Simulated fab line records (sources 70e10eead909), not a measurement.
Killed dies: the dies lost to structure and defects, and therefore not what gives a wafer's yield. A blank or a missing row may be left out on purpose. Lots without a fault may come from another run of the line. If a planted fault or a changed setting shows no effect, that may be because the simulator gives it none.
Chamber matching ; flow nand-harc ; 4 sister chambers for NHARC_A_CHANNEL_FILL_D2_ETCHBACK_20 on rie-diel-02
The step etches the open film in C4F8/O2/Ar, target depth 27 nm, time 13.5 s. 16 wafers are shown with their chamber, then 8 later ones without.

== EACH WAFER AND ITS CHAMBER ==
wafer;chamber;rf-vpp-V (V);oes-product-au (a.u.);rf-fwd-power-W (W)
L922.2;1;972;0.963;583.9
L922.3;2;981;0.947;586.8
L922.5;0;983;0.984;586.6
L923.1;3;978;1.010;584.1
L923.4;0;983;1.004;584.3
L923.6;2;982;0.998;585.2
L924.2;2;983;0.984;587.6
L924.4;3;979;1.001;585.8
L924.5;0;984;1.016;584.5
L932.1;0;982;1.031;583.4
L932.3;3;979;1.016;585.9
L932.6;0;982;1.023;585.3
L935.1;2;983;0.922;584.0
L935.2;0;983;0.940;584.4
L935.6;0;984;0.933;583.2
L937.1;1;973;0.972;588.4

SIGNATURES, as means of the wafers listed above
reading;chamber 0;chamber 1;chamber 2;chamber 3;scatter within a chamber
rf-vpp-V;983.00;972.50;982.25;978.67;0.812
oes-product-au;0.99014;0.96750;0.96275;1.00900;0.0331
rf-fwd-power-W;584.529;586.150;585.900;585.267;1.53
Rule: a wafer's distance from a chamber is the root of the sum, over the readings, of the square of ((its reading less the chamber's mean) divided by the reading's scatter). The wafer belongs to the nearest chamber; if the next one is less than 2 further off, it can't be placed. The scatter: the root of (the sum of the squares of (reading less its chamber's mean) over the shown wafers, divided by (wafers less chambers)).

== WAFERS WITH NO CHAMBER GIVEN ==
wafer;rf-vpp-V (V);oes-product-au (a.u.);rf-fwd-power-W (W)
L937.2;982;0.987;585.7
L937.5;983;0.986;582.2
L942.1;973;1.012;585.4
L942.4;983;0.994;587.3
L942.5;979;1.004;585.0
L944.1;982;0.992;586.3
L944.5;976;1.000;585.2
L944.6;982;0.995;582.1

== CHAMBER TAKEN BY EACH ==
wafer;from the rows above;in truth
L937.2;can't be placed: 2 or 0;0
L937.5;can't be placed: 0 or 2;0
L942.1;1;1
L942.4;can't be placed: 2 or 0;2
L942.5;3;3
L944.1;can't be placed: 2 or 0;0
L944.5;can't be placed: 3 or 1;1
L944.6;can't be placed: 0 or 2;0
Correct placement for 2 of the 8. Not placeable from these rows: 6 (in 6, the candidates include the true chamber). Wrongly placed: 0.
